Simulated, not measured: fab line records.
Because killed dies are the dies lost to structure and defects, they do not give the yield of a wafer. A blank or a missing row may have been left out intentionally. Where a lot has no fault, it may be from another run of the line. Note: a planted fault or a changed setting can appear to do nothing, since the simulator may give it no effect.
Chamber matching	flow n5Finfet	N5_SDB_CMP_30 on cmp-02: 4 sister chambers
The step polishes, stops on poly-Si, t overpolish 1.54 s, target thk 30 nm. 18 wafers are shown with their chamber, then 9 later ones without.

== WAFERS PAIRED WITH THEIR CHAMBERS ==
wafer	chamber	motorCurrentA (A)	retainingRingPressureFrac	timeToEndpointS (s)
L074.1	3	10.2	0.996	14.9
L074.5	2	13.2	1.005	19.3
L074.6	3	10.1	0.999	14.6
L077.2	1	10.6	0.994	14.6
L077.3	3	9.9	0.996	12.4
L077.6	0	12.3	0.994	15.7
L079.4	2	12.4	1.003	17.9
L079.5	0	12.8	1.005	18.4
L079.6	3	9.7	0.992	17.1
L081.2	0	12.9	1.004	15.6
L081.5	0	12.3	1.002	19.8
L081.6	3	11.0	0.997	15.6
L087.1	2	12.1	0.998	15.5
L087.2	0	12.6	1.002	14.5
L087.3	1	10.4	0.994	15.6
L093.1	0	12.1	0.995	18.0
L093.3	3	10.1	0.990	16.1
L093.4	2	12.7	0.995	19.2

SIGNATURES (averages over the wafers above)
reading	chamber 0	chamber 1	chamber 2	chamber 3	scatter within a chamber
motorCurrentA	12.500	10.500	12.600	10.167	0.394
retainingRingPressureFrac	1.00033	0.99400	1.00025	0.99500	0.00404
timeToEndpointS	17.000	15.100	17.975	15.117	1.76
Rule: a wafer lies at a distance from a chamber equal to the root of the sum of squares, over the readings, of (its reading less the chamber's mean, divided by the reading's scatter). The wafer belongs to the nearest chamber; if the next one is less than 2 further off, it can't be placed. How the scatter is found: for the shown wafers, subtract from each reading the mean of its chamber, square and add these, divide the total by (wafers less chambers), then take the root.

== WAFERS MISSING THEIR CHAMBER ==
wafer	motorCurrentA (A)	retainingRingPressureFrac	timeToEndpointS (s)
L095.1	12.6	1.003	20.5
L095.4	10.3	1.003	15.4
L095.6	12.5	1.002	19.0
L096.3	12.4	0.998	17.9
L096.4	10.4	1.003	17.2
L096.5	12.5	0.992	19.2
L097.3	10.5	1.001	14.3
L097.4	10.1	1.002	16.9
L097.6	12.2	0.996	21.3

== EACH ONE'S CHAMBER ==
wafer	from the rows above	in truth
L095.1	can't be placed: 2 or 0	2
L095.4	can't be placed: 3 or 1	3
L095.6	can't be placed: 2 or 0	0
L096.3	can't be placed: 2 or 0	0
L096.4	can't be placed: 3 or 1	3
L096.5	can't be placed: 2 or 0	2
L097.3	can't be placed: 3 or 1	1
L097.4	can't be placed: 3 or 1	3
L097.6	can't be placed: 2 or 0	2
Correct placement for 0 of the 9. Unplaceable from these rows: 9, with the true chamber sitting among the candidates in 9. Placed wrongly: 0.
